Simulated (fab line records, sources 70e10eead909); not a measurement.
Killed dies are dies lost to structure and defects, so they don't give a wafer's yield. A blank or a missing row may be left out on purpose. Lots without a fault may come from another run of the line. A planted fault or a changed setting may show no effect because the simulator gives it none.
fab line records | flow nand_harc
record lots=6 wafers=18 last_day=25
route steps=1159 shown A_CHANNEL_HOLE_D1@464 A_CHANNEL_FILL_D1@491 END@1159
lots that met no fault: from a run of the same line without faults
start_h: hours from the record's first day to the start of the lot's first wafer shown | wait_h: hours since the lot's step before | " the same as in the row above | L1.1+2: a row that stands for several wafers | - no value, or no start given | * or withheld: withheld | < > ~ a bound
route shown NAME@n: a module of which the file shows steps, and the number in the route of the first | usual: mean/standard deviation of fault-free wafers | same: alike in all rows | chamber/n: place in a boat | sites: the reading at each site | _std_site: their standard deviation | _edge_site: outer sites' mean less inner sites' | radius_mm: how far each site lies from the wafer's centre | mask NAME#n: copy n | behind: the tool/chamber that last shaped the wafer | hold: why the lot was held/for how many hours/how that ended | device: the transistor (n, p or np) that didn't switch | end of line: the same wafers' tests at the end of the route | a step without rows: its recipe alone | killed: dies lost to structure and defects at the first sort, not the wafer's yield | map: a wafer's dies, x killed, . not, _ none there
set.NAME: the setting as run; set.NAME@STEP: as run at that earlier step | model.NAME: the simulator's own value behind a step, which no gauge read
lots at some steps of the route; a table a step, a row a wafer
services: from which hour (start_h, from the record's first day; less than 0 if before it) a tool's chamber was out of use, for how many hours, and why
## steps
# step NHARC_A_CHANNEL_HOLE_D1_INSPECT_12
# usual raw_defect_count=5/3.1
# columns lot.wafer tool chamber start_h wait_h raw_defect_count
L448.4 defect_inspect-01 - 172.83 0.0 4
L448.5 " - " " 8
L448.6 " - " " 8
L447.2 defect_inspect-02 - 173.04 0.0 6
L447.3 " - " " 7
L447.4 " - " " 5
L453.1 defect_inspect-01 - 216.52 0.0 6
L453.5 " - " " 5
L453.6 " - " " 1
L456.3 defect_inspect-02 - 231.39 0.0 3
L456.4 " - " " 4
L456.6 " - " " 1
L468.1 defect_inspect-01 - 303.42 0.0 7
L468.2 " - " " 1
L468.4 " - " " 2
L470.2 defect_inspect-01 - 313.28 0.0 4
L470.5 " - " " 3
L470.6 " - " " 4
# step NHARC_A_CHANNEL_HOLE_D1_DESCUM_15
# recipe time_s=3 o2_flow_sccm=200 ar_flow_sccm=0 bias_power_w=0 chemistry=O2
# step NHARC_A_CHANNEL_HOLE_D1_ETCH_38
# recipe target_depth_a=390 over_etch_frac=0.3 time_s=65 ion_energy_ev=80 cf4_flow_sccm=150 ar_flow_sccm=0 rf_w=300 bias_w=100 chemistry=CF4
# usual drypump_motor_current_A=5.8/0.35 oes_product_au=0.995/0.014 rf_vpp_V=151.4/1.1 showerhead_plenum_p_Torr=1.78/0.057 throttle_valve_pct=13.284/0.01
# columns lot.wafer tool chamber start_h wait_h drypump_motor_current_A oes_product_au rf_hours_counter_h rf_vpp_V showerhead_plenum_p_Torr throttle_valve_pct
L448.4 rie_diel-08 1 172.99 0.1 5.8 0.994 2.2 149.0 1.68 13.279
L448.6 " 3 " " 5.7 1.013 - 151.3 1.78 13.284
L448.5 " 0 " " 5.8 0.976 - 150.4 1.78 13.275
L447.3 rie_diel-09 3 173.18 0.1 6.0 1.016 6.5 151.4 1.76 13.284
L447.2 " 0 " " 5.3 0.991 7.2 151.6 1.88 13.295
L447.4 " 1 " " 6.3 0.986 6.8 151.3 1.76 13.294
L453.1 rie_diel-10 3 216.69 0.1 6.6 1.010 2.4 153.0 1.89 13.282
L453.5 " 0 " " 5.7 1.004 - 150.6 1.81 13.297
L453.6 " 1 " " 5.6 1.019 - 152.3 1.83 13.286
L456.4 rie_diel-10 1 231.54 0.1 5.6 1.016 4.1 152.3 1.82 13.276
L456.3 " 3 " " 6.5 1.018 4.2 153.2 1.88 13.298
L456.6 " 1 " " 5.6 1.004 - 152.3 1.83 13.279
L468.1 rie_diel-10 0 303.57 0.1 5.7 0.998 10.3 151.3 1.81 13.274
L468.4 " 1 " " 5.6 1.010 9.7 151.9 1.82 13.270
L468.2 " 3 " " 6.5 1.022 9.5 152.1 1.88 13.279
L470.2 rie_diel-08 2 313.43 0.1 5.7 0.998 0.1 150.3 1.70 13.282
L470.6 " 2 " " 5.7 0.995 - 151.0 1.70 13.292
L470.5 " 3 " " 5.7 0.988 - 149.8 1.78 13.293
# step NHARC_A_CHANNEL_HOLE_D1_ETCH_39
# recipe target_depth_a=2600 over_etch_frac=0.3 time_s=325 ion_energy_ev=200 n2_flow_sccm=150 h2_flow_sccm=150 ar_flow_sccm=0 rf_w=400 bias_w=150 chemistry=N2/H2
# usual drypump_motor_current_A=5.8/0.37 oes_product_au=0.998/0.014 rf_vpp_V=430.8/2.2 showerhead_plenum_p_Torr=2.06/0.077 throttle_valve_pct=14.171/0.0092
# columns lot.wafer tool chamber start_h wait_h drypump_motor_current_A oes_product_au rf_hours_counter_h rf_vpp_V showerhead_plenum_p_Torr throttle_valve_pct
L448.4 rie_diel-08 0 - - 5.8 0.989 2.2 430.8 2.05 14.183
L448.6 " 1 " " 5.8 0.996 - 425.4 1.92 14.175
L448.5 " 2 " " 5.8 0.986 - 429.1 1.96 14.175
L447.4 rie_diel-09 3 - - 6.0 1.024 6.5 430.4 2.03 14.170
L447.2 " 0 " " 5.3 0.997 7.2 434.4 2.18 14.172
L447.3 " 1 " " 6.3 0.990 6.8 430.3 2.03 14.172
L453.1 rie_diel-10 1 - - 5.6 1.007 2.1 431.8 2.11 14.175
L453.6 " 2 " " 6.1 0.992 - 430.5 2.05 14.173
L453.5 " 3 " " 6.6 0.997 - 434.9 2.19 14.186
L456.3 rie_diel-10 1 - - 5.6 1.016 4.1 432.9 2.11 14.167
L456.4 " 2 " " 6.1 0.992 4.4 430.2 2.05 14.177
L456.6 " 1 " " 5.6 1.009 - 431.6 2.11 14.168
L468.1 rie_diel-10 3 - - 6.6 1.020 9.5 433.4 2.19 14.171
L468.4 " 0 " " 5.7 1.012 10.4 430.9 2.09 14.167
L468.2 " 2 " " 6.1 0.989 8.9 431.3 2.05 14.165
L470.2 rie_diel-08 0 - - 5.9 0.984 0.2 431.6 2.05 14.172
L470.6 " 1 " " 5.8 1.015 - 427.3 1.92 14.152
L470.5 " 2 " " 5.7 1.002 - 428.4 1.95 14.176
# step NHARC_A_CHANNEL_HOLE_D1_ETCH_34
# recipe target_depth_a=1540 time_s=77 cf4_flow_sccm=100 chf3_flow_sccm=30 ar_flow_sccm=0 rf_w=500 bias_w=200 chemistry=CF4/CHF3
# step NHARC_A_CHANNEL_HOLE_D1_ETCH_16
# recipe target_depth_a=31000 over_etch_frac=0.3 time_s=806 ion_energy_ev=150 o2_flow_sccm=400 cos_flow_sccm=20 ar_flow_sccm=0 rf_w=500 bias_w=300 chemistry=O2/COS
# step NHARC_A_CHANNEL_HOLE_D1_CD_MEAS_18
# usual cd_nm=99/3.9
# columns lot.wafer tool chamber start_h wait_h cd_nm
L448.4 cd_sem-01 - 174.01 - 101
L448.5 " - " " 98
L448.6 " - " " 97
L447.2 cd_sem-02 - 174.21 - 97
L447.3 " - " " 101
L447.4 " - " " 100
L453.1 cd_sem-02 - 217.69 - 95
L453.5 " - " " 98
L453.6 " - " " 96
L456.3 cd_sem-03 - 232.57 - 95
L456.4 " - " " 96
L456.6 " - " " 92
L468.1 cd_sem-01 - 304.60 - 96
L468.2 " - " " 97
L468.4 " - " " 94
L470.2 cd_sem-02 - 314.45 - 98
L470.5 " - " " 106
L470.6 " - " " 100
# step NHARC_A_CHANNEL_HOLE_D1_ETCH_19
# recipe bias_v=1200 source_w=2500 pressure_mtorr=15 time_s=34.5 ar_flow_sccm=375 c4f8_flow_sccm=28.8 o2_flow_sccm=96.2 temp_c=-20 target_depth_a=* chemistry=C4F8/O2/Ar
# step NHARC_A_CHANNEL_HOLE_D1_ETCH_20
# recipe bias_v=3000 source_w=withheld pressure_mtorr=20 time_s=361.9 ar_flow_sccm=375 c4f8_flow_sccm=89.3 o2_flow_sccm=35.7 temp_c=-20 target_depth_a=16000 chemistry=C4F8/O2/Ar
# step NHARC_A_CHANNEL_HOLE_D1_ETCH_21
# recipe bias_v=3000 source_w=withheld pressure_mtorr=20 time_s=514.3 ar_flow_sccm=375 c4f8_flow_sccm=89.3 o2_flow_sccm=35.7 temp_c=-20 target_depth_a=16000 chemistry=C4F8/O2/Ar
# usual drypump_motor_current_A=5.7/0.32 showerhead_plenum_p_Torr=3.81/0.056 throttle_valve_pct=32.154/0.0095
# columns lot.wafer tool chamber start_h wait_h drypump_motor_current_A rf_hours_counter_h showerhead_plenum_p_Torr throttle_valve_pct
L448.4 har_etch-01 0 174.66 0.3 5.3 - 3.74 32.167
L448.6 " 0 " " 5.3 - 3.74 32.149
L448.5 " 1 " " 6.1 - 3.82 32.146
L447.2 har_etch-02 1 174.78 0.3 5.8 95 3.88 32.139
L447.4 " 0 " " 5.6 - 3.88 32.158
L447.3 " 1 " " 5.9 - 3.88 32.159
L453.1 har_etch-02 1 218.20 0.3 5.9 113 3.87 32.174
L453.5 " 1 " " 5.9 - 3.87 32.161
L453.6 " 0 " " 5.6 - 3.87 32.131
L456.3 har_etch-02 1 233.21 0.3 5.9 - 3.87 32.173
L456.4 " 0 " " 5.6 - 3.87 32.155
L456.6 " 1 " " 5.9 - 3.87 32.154
L468.1 har_etch-01 1 305.10 0.3 6.1 254 3.79 32.168
L468.2 " 0 " " 5.3 254 3.71 32.162
L468.4 " 0 " " 5.3 - 3.71 32.172
L470.2 har_etch-02 0 318.31 0.3 5.6 163 3.84 32.135
L470.6 " 0 " " 5.6 - 3.84 32.150
L470.5 " 1 " " 5.9 - 3.84 32.149
# step NHARC_A_CHANNEL_HOLE_D1_ETCH_22
# recipe bias_v=3000 source_w=withheld pressure_mtorr=20 time_s=666.7 ar_flow_sccm=375 c4f8_flow_sccm=89.3 o2_flow_sccm=35.7 temp_c=-20 target_depth_a=16000 chemistry=C4F8/O2/Ar
# step NHARC_A_CHANNEL_HOLE_D1_ETCH_23
# recipe bias_v=5000 source_w=withheld pressure_mtorr=20 time_s=819 ar_flow_sccm=375 c4f8_flow_sccm=89.3 o2_flow_sccm=35.7 temp_c=-20 target_depth_a=16000 chemistry=C4F8/O2/Ar
# usual drypump_motor_current_A=5.7/0.32 showerhead_plenum_p_Torr=3.81/0.056 throttle_valve_pct=32.155/0.0093
# columns lot.wafer tool chamber start_h wait_h drypump_motor_current_A rf_hours_counter_h showerhead_plenum_p_Torr throttle_valve_pct
L448.4 har_etch-01 0 175.76 0.5 5.3 - 3.74 32.153
L448.6 " 0 " " 5.3 - 3.74 32.155
L448.5 " 1 " " 6.1 - 3.82 32.148
L447.2 har_etch-02 1 175.84 0.5 5.9 96 3.88 32.187
L447.4 " 0 " " 5.6 - 3.88 32.147
L447.3 " 1 " " 5.9 - 3.88 32.153
L453.1 har_etch-02 1 219.22 0.5 5.9 114 3.87 32.154
L453.5 " 1 " " 5.9 - 3.87 32.146
L453.6 " 0 " " 5.6 - 3.87 32.155
L456.3 har_etch-02 1 234.30 0.5 5.9 - 3.87 32.151
L456.4 " 0 " " 5.6 - 3.87 32.162
L456.6 " 1 " " 5.9 - 3.87 32.162
L468.1 har_etch-01 1 306.12 0.5 6.1 255 3.79 32.144
L468.2 " 0 " " 5.3 255 3.71 32.145
L468.4 " 0 " " 5.3 - 3.71 32.171
L470.2 har_etch-02 0 319.31 0.5 5.6 164 3.84 32.174
L470.6 " 0 " " 5.6 - 3.84 32.145
L470.5 " 1 " " 5.9 - 3.84 32.153
# step NHARC_A_CHANNEL_HOLE_D1_ETCH_24
# recipe bias_v=5000 source_w=withheld pressure_mtorr=20 time_s=906.2 ar_flow_sccm=375 c4f8_flow_sccm=93.8 o2_flow_sccm=31.2 temp_c=-20 target_depth_a=15000 chemistry=C4F8/O2/Ar
# usual drypump_motor_current_A=5.7/0.32 showerhead_plenum_p_Torr=3.81/0.056 throttle_valve_pct=32.236/0.0091
# columns lot.wafer tool chamber start_h wait_h drypump_motor_current_A rf_hours_counter_h showerhead_plenum_p_Torr throttle_valve_pct
L448.4 har_etch-01 0 176.48 0.6 5.3 - 3.74 32.246
L448.6 " 0 " " 5.3 - 3.74 32.249
L448.5 " 1 " " 6.2 - 3.82 32.248
L447.2 har_etch-02 1 176.55 0.6 5.9 97 3.87 32.237
L447.4 " 0 " " 5.6 - 3.87 32.222
L447.3 " 1 " " 5.9 - 3.87 32.233
L453.1 har_etch-02 1 219.91 0.6 5.9 114 3.86 32.247
L453.5 " 1 " " 5.9 - 3.86 32.240
L453.6 " 0 " " 5.6 - 3.86 32.242
L456.3 har_etch-02 1 235.02 0.6 5.8 - 3.86 32.243
L456.4 " 0 " " 5.6 - 3.86 32.221
L456.6 " 1 " " 5.9 - 3.86 32.228
L468.1 har_etch-01 1 306.82 0.6 6.2 256 3.78 32.226
L468.2 " 0 " " 5.3 256 3.71 32.234
L468.4 " 0 " " 5.3 - 3.70 32.246
L470.2 har_etch-02 0 320.00 0.6 5.6 164 3.83 32.233
L470.6 " 0 " " 5.6 - 3.83 32.236
L470.5 " 1 " " 5.9 - 3.83 32.240
# step NHARC_A_CHANNEL_HOLE_D1_ETCH_25
# recipe bias_v=5000 source_w=withheld pressure_mtorr=20 time_s=1040.2 ar_flow_sccm=375 c4f8_flow_sccm=93.8 o2_flow_sccm=31.2 temp_c=-20 target_depth_a=15000 chemistry=C4F8/O2/Ar
# step NHARC_A_CHANNEL_HOLE_D1_ETCH_26
# recipe bias_v=300 source_w=2000 pressure_mtorr=30 time_s=224.1 ar_flow_sccm=375 c4f8_flow_sccm=11.4 o2_flow_sccm=113.6 temp_c=-20 target_depth_a=3000 chemistry=C4F8/O2/Ar
# step NHARC_A_CHANNEL_HOLE_D1_ETCH_33
# recipe bias_v=400 source_w=2000 pressure_mtorr=25 time_s=90 ar_flow_sccm=375 c4f8_flow_sccm=41.7 o2_flow_sccm=83.3 temp_c=-20 target_depth_a=4000 chemistry=C4F8/O2/Ar
# step NHARC_A_CHANNEL_HOLE_D1_STRIP_41
# recipe n2_flow_sccm=150 h2_flow_sccm=150 ar_flow_sccm=0 bias_w=0 chemistry=N2/H2
# step NHARC_A_CHANNEL_HOLE_D1_STRIP_42
# recipe cf4_flow_sccm=100 chf3_flow_sccm=30 ar_flow_sccm=0 bias_w=0 chemistry=CF4/CHF3
# step NHARC_A_CHANNEL_HOLE_D1_STRIP_43
# recipe o2_flow_sccm=400 cos_flow_sccm=20 ar_flow_sccm=0 bias_w=0 chemistry=O2/COS
# step NHARC_A_CHANNEL_HOLE_D1_ETCH_44
# recipe target_depth_a=1400 overetch_a=140 time_s=77 ion_energy_ev=100 cf4_flow_sccm=80 o2_flow_sccm=20 ar_flow_sccm=0 rf_w=300 bias_w=100 chemistry=CF4/O2
# step NHARC_A_CHANNEL_HOLE_D1_STRIP_27
# recipe o2_flow_sccm=500 ar_flow_sccm=0 bias_w=0 chemistry=O2
# step NHARC_A_CHANNEL_HOLE_D1_PRECLEAN_28
# recipe time_s=* temp_c=50 bath_age_min=0 chemistry=SC1
# step NHARC_A_CHANNEL_HOLE_D1_SRD_29
# step NHARC_A_CHANNEL_HOLE_D1_CD_MEAS_30
# usual cd_nm=90.4/1.7
# columns lot.wafer tool chamber start_h wait_h cd_nm
L448.4 cd_sem-03 - 179.63 - 90.9
L448.5 " - " " 90.9
L448.6 " - " " 91.1
L447.2 cd_sem-02 - 179.83 - 95.1
L447.3 " - " " 94.0
L447.4 " - " " 90.6
L453.1 cd_sem-01 - 223.32 - 92.2
L453.5 " - " " 90.4
L453.6 " - " " 90.5
L456.3 cd_sem-01 - 238.15 - 93.4
L456.4 " - " " 89.5
L456.6 " - " " 88.9
L468.1 cd_sem-01 - 310.19 - 90.9
L468.2 " - " " 91.0
L468.4 " - " " 90.7
L470.2 cd_sem-02 - 323.39 - 93.4
L470.5 " - " " 92.9
L470.6 " - " " 89.5
# step NHARC_A_CHANNEL_HOLE_D1_XSEM_31
# recipe landing_energy_ev=35000
# step NHARC_A_CHANNEL_HOLE_D1_INSPECT_40
# usual raw_defect_count=65/21
# columns lot.wafer tool chamber start_h wait_h hold raw_defect_count
L448.4 defect_inspect-02 - 179.80 - - 61
L448.5 " - " " - 76
L448.6 " - " " - 68
L447.2 defect_inspect-01 - 180.02 - - 46
L447.3 " - " " - 38
L447.4 " - " " - 42
L453.1 defect_inspect-02 - 223.50 - await_dispo/0.2h/release 506
L453.5 " - " " await_dispo/0.2h/release 576
L453.6 " - " " await_dispo/0.2h/release 518
L453.1 defect_inspect-02 - 223.67 0.2 - 513
L453.5 " - " " - 564
L453.6 " - " " - 520
L456.3 defect_inspect-01 - 238.33 - await_dispo/0.2h/release 506
L456.4 " - " " await_dispo/0.2h/release 533
L456.6 " - " " await_dispo/0.2h/release 577
L456.3 defect_inspect-01 - 238.50 0.2 - 508
L456.4 " - " " - 542
L456.6 " - " " - 579
L468.1 defect_inspect-01 - 310.38 - - 83
L468.2 " - " " - 95
L468.4 " - " " - 81
L470.2 defect_inspect-01 - 323.57 - - 75
L470.5 " - " " - 56
L470.6 " - " " - 65
# step NHARC_A_CHANNEL_FILL_D1_SRD_01
# step NHARC_A_CHANNEL_FILL_D1_ALD_02
# recipe target_thk_a=60 pulse_time_s=10 ald_cycles=60 temp_c=300 material=SiO2
# step NHARC_A_CHANNEL_FILL_D1_ALD_03
# recipe target_thk_a=60 pulse_time_s=60 ald_cycles=58 temp_c=630 pressure_torr=2 material=SiNx
# step NHARC_A_CHANNEL_FILL_D1_ALD_14
# recipe target_thk_a=25 pulse_time_s=10 ald_cycles=25 temp_c=300 material=SiO2
# step NHARC_A_CHANNEL_FILL_D1_ALD_15
# recipe target_thk_a=20 pulse_time_s=60 ald_cycles=19 temp_c=630 pressure_torr=2 material=SiNx
# usual precursor_pulse_height_rel=0.999/0.022
# columns lot.wafer tool chamber start_h wait_h precursor_pulse_height_rel
L447.2 ald_sin_batch-02 0 - - 0.948
L447.3 " 0 " " 1.004
L447.4 " 0 " " 0.985
L448.4 ald_sin_batch-02 0 - - 0.964
L448.5 " 0 " " 1.024
L448.6 " 0 " " 1.012
L453.1 ald_sin_batch-03 0 - - 1.034
L453.5 " 0 " " 1.008
L453.6 " 0 " " 0.994
L456.3 ald_sin_batch-01 0 - - 1.020
L456.4 " 0 " " 1.042
L456.6 " 0 " " 0.987
L468.1 ald_sin_batch-01 0 - - 1.013
L468.2 " 0 " " 1.003
L468.4 " 0 " " 0.995
L470.2 ald_sin_batch-01 0 - - 0.997
L470.5 " 0 " " 0.961
L470.6 " 0 " " 1.034
# step NHARC_A_CHANNEL_FILL_D1_ALD_16
# recipe target_thk_a=15 pulse_time_s=10 ald_cycles=15 temp_c=300 material=SiO2
# step NHARC_A_CHANNEL_FILL_D1_ANNEAL_17
# recipe temp_c=850 time_s=1800
# step NHARC_A_CHANNEL_FILL_D1_CVD_18
# recipe target_thk_a=30 temp_c=550 material=poly-Si
# step NHARC_A_CHANNEL_FILL_D1_ETCHBACK_19
# recipe target_depth_a=50 time_s=1.7 hbr_flow_sccm=150 cl2_flow_sccm=50 rf_w=400 icp_w=400 bias_w=100 chemistry=HBr/Cl2
# step NHARC_A_CHANNEL_FILL_D1_ETCHBACK_20
# recipe target_depth_a=270 time_s=13.5 c4f8_flow_sccm=withheld o2_flow_sccm=8 ar_flow_sccm=withheld rf_w=600 bias_w=1500 chemistry=C4F8/O2/Ar
# step NHARC_A_CHANNEL_FILL_D1_STRIP_28
# recipe time_s=20 o2_flow_sccm=500 ar_flow_sccm=0 bias_w=0 chemistry=O2
# step NHARC_A_CHANNEL_FILL_D1_PRECLEAN_21
# recipe time_s=30 chemistry=dHF
# step NHARC_A_CHANNEL_FILL_D1_SRD_23
# step NHARC_A_CHANNEL_FILL_D1_CVD_05
# recipe target_thk_a=50 temp_c=550 material=poly-Si
# step NHARC_A_CHANNEL_FILL_D1_ANNEAL_22
# recipe temp_c=620 time_s=7200
# step NHARC_END_SORT_01
# recipe temp_c=25
# usual defect_limited_yield=95.1/1.6 killed_at_array=29/10 killed_at_other=0.7/1.1 killed_at_periphery=3.3/2.4 killed_dies=33/11 killed_open=3.3/2 killed_short=1.9/1.3 sort_bin_2_pct=1.5/0.67 sort_bin_3_pct=0.27/0.24 sort_bin_4_pct=3.1/1.1 sort_n_pass=644/11 sort_rim_yield_pct=97.1/2.1 sort_yield_pct=95.1/1.6
# same gross_dies=677 sort_bin_5_pct[%]=0 sort_bin_6_pct[%]=0 sort_bin_7_pct[%]=0 sort_bin_8_pct[%]=0 sort_rim_n_gross=106.00
# columns lot.wafer tool chamber start_h wait_h defect_limited_yield[%] killed_at_array killed_at_other killed_at_periphery killed_dies killed_open killed_short sort_bin_2_pct[%] sort_bin_3_pct[%] sort_bin_4_pct[%] sort_n_pass sort_rim_yield_pct[%] sort_yield_pct[%]
L447.2 prober-02 0 446.30 2.8 96.2 20 0 6 26 6 1 0.9 0.59 2.4 651 97.2 96.2
L447.3 prober-02 0 447.10 3.1 95.6 25 0 5 30 4 2 1.6 0 2.8 647 99.1 95.6
L447.4 prober-02 0 447.89 3.4 96.3 19 1 5 25 3 2 0.9 0.15 2.7 652 99.1 96.3
L468.1 prober-01 0 582.17 2.5 92.0 51 0 3 54 3 1 1.9 0.44 5.6 623 97.2 92.0
L468.2 prober-01 0 582.98 2.8 91.7 54 0 2 56 3 0 3.0 0.44 4.9 621 97.2 91.7
L468.4 prober-01 0 584.60 3.4 92.5 49 0 2 51 4 2 3.2 0.89 3.4 626 98.1 92.5
L470.2 prober-01 0 593.56 2.8 93.4 45 0 0 45 4 4 1.9 0.30 4.4 632 96.2 93.4
L470.5 prober-01 0 595.99 3.7 95.1 32 0 1 33 3 1 1.8 0.44 2.7 644 94.3 95.1
L470.6 prober-01 0 596.80 4.0 93.5 39 1 4 44 1 2 1.8 0.89 3.8 633 97.2 93.5
# killed by level:class
L447.2 A_SLIT:chamber_film_flake=8 A_CHANNEL_HOLE_D1:chamber_film_flake=3 A_CONTACT:geometric_particle:open=2 P_ZERO_WELL:chamber_film_flake=2 P_BONDPAD:chamber_film_flake=2 P_CONTACT:geometric_particle:open=1 P_M2:geometric_particle:open=1 A_CHANNEL_FILL_D1:geometric_particle:open=1
L447.3 A_SLIT:chamber_film_flake=10 A_STAIRCASE:chamber_film_flake=4 A_CONTACT:geometric_particle:open=3 P_ZERO_WELL:chamber_film_flake=3 A_ZERO_WELL:chamber_film_flake=3 A_CHANNEL_HOLE_D1:chamber_film_flake=2 P_CONTACT:geometric_particle:short=1 A_CHANNEL_FILL_D1:geometric_particle:short=1
L447.4 A_SLIT:chamber_film_flake=8 P_ZERO_WELL:chamber_film_flake=3 A_CHANNEL_FILL_D1:geometric_particle:short=2 A_ZERO_WELL:chamber_film_flake=2 A_CHANNEL_FILL_D1:geometric_particle:open=1 A_SGD_CUT:geometric_particle:open=1 P_CONTACT:chamber_film_flake=1 P_BONDPAD:chamber_film_flake=1
L468.1 A_CHANNEL_HOLE_D1:chamber_film_flake=24 A_SLIT:chamber_film_flake=19 A_SGD_CUT:geometric_particle:open=2 A_STAIRCASE:chamber_film_flake=2 A_CONTACT:chamber_film_flake=2 P_CONTACT:geometric_particle:open=1 A_CONTACT:geometric_particle:short=1 P_GATE:chamber_film_flake=1
L468.2 A_CHANNEL_HOLE_D1:chamber_film_flake=31 A_SLIT:chamber_film_flake=16 A_CONTACT:chamber_film_flake=3 A_STAIRCASE:chamber_film_flake=2 P_M0:geometric_particle:open=1 A_CONTACT:geometric_particle:open=1 A_M1:geometric_particle:open=1 P_ZERO_WELL:chamber_film_flake=1
L468.4 A_CHANNEL_HOLE_D1:chamber_film_flake=21 A_SLIT:chamber_film_flake=18 A_CONTACT:chamber_film_flake=3 A_STAIRCASE:chamber_film_flake=2 P_STI:geometric_particle:open=1 P_M0:geometric_particle:open=1 A_ONON_D1:geometric_particle:short=1 A_CONTACT:geometric_particle:short=1
L470.2 A_SLIT:chamber_film_flake=18 A_CHANNEL_HOLE_D1:chamber_film_flake=13 A_ONON_D1:geometric_particle:open=2 A_ONON_D1:geometric_particle:short=2 A_CHANNEL_FILL_D1:chamber_film_flake=2 A_STAIRCASE:chamber_film_flake=2 A_CHANNEL_HOLE_D1:geometric_particle:open=1 A_WL_FILL:geometric_particle:short=1
L470.5 A_SLIT:chamber_film_flake=14 A_CHANNEL_HOLE_D1:chamber_film_flake=8 A_CONTACT:chamber_film_flake=6 P_M2:geometric_particle:open=1 A_CHANNEL_HOLE_D1:geometric_particle:open=1 A_SGD_CUT:geometric_particle:short=1 A_CONTACT:geometric_particle:open=1 A_STAIRCASE:chamber_film_flake=1
L470.6 A_SLIT:chamber_film_flake=22 A_CHANNEL_HOLE_D1:chamber_film_flake=9 A_CONTACT:chamber_film_flake=4 P_ZERO_WELL:chamber_film_flake=2 P_BONDPAD:chamber_film_flake=2 A_CHANNEL_FILL_D1:geometric_particle:short=1 A_CONTACT:geometric_particle:open=1 A_M1:geometric_particle:short=1
## services
# columns tool chamber start_h hours kind
rie_diel-10 0 155.67 - clean
rie_diel-10 1 155.67 - clean
rie_diel-10 2 155.67 - clean
rie_diel-10 3 155.67 - clean
rie_diel-10 - 176.71 9.0 pm
rie_diel-10 0 176.71 9.0 vent_cycle
rie_diel-10 1 176.71 9.0 vent_cycle
rie_diel-10 2 176.71 9.0 vent_cycle
rie_diel-10 3 176.71 9.0 vent_cycle
rie_diel-08 0 180.76 1.9 repair
rie_diel-10 0 185.71 - clean
rie_diel-10 1 185.71 - clean
rie_diel-10 2 185.71 - clean
rie_diel-10 3 185.71 - clean
rie_diel-08 0 240.09 7.6 repair
rie_diel-09 3 242.98 8.4 repair
rie_diel-09 - 254.11 9.0 pm
rie_diel-10 2 267.66 2.8 repair
rie_diel-09 1 273.46 4.7 repair
rie_diel-10 3 280.74 2.1 repair
rie_diel-08 1 285.38 1.6 repair
rie_diel-08 - 301.80 9.0 pm
har_etch-01 - 308.84 17.0 pm
ald_sin_batch-03 - 314.00 26.0 pm
## key
first_sign step=NHARC_A_CHANNEL_HOLE_D1_INSPECT_40 reading=visit direction=added
effect step=NHARC_A_CHANNEL_HOLE_D1_INSPECT_40 reading=raw_defect_count direction=up sigmas=23 usual=65 struck=536
met_at NHARC_A_CHANNEL_HOLE_D1_ETCH_24
struck_wafers L453.1,L453.5,L453.6,L456.3,L456.4,L456.6
scrapped_behind NHARC_A_SGD_CUT_INSPECT_11 L453.1,L453.5,L453.6,L456.3,L456.4,L456.6
loop_trim step=NHARC_A_SGD_CUT_EXPOSE_06 setting=dose lots=L456
onset_between 176.55 219.91
fault kind=chamber_particle_source tool=har_etch-02 chamber=- onset_h=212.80 steps=NHARC_A_CHANNEL_HOLE_D1_ETCH_24 rate_per_visit_cm2=0.77981 end_h=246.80
# loop_trim: a control loop set the setting to another value than it would have without faults
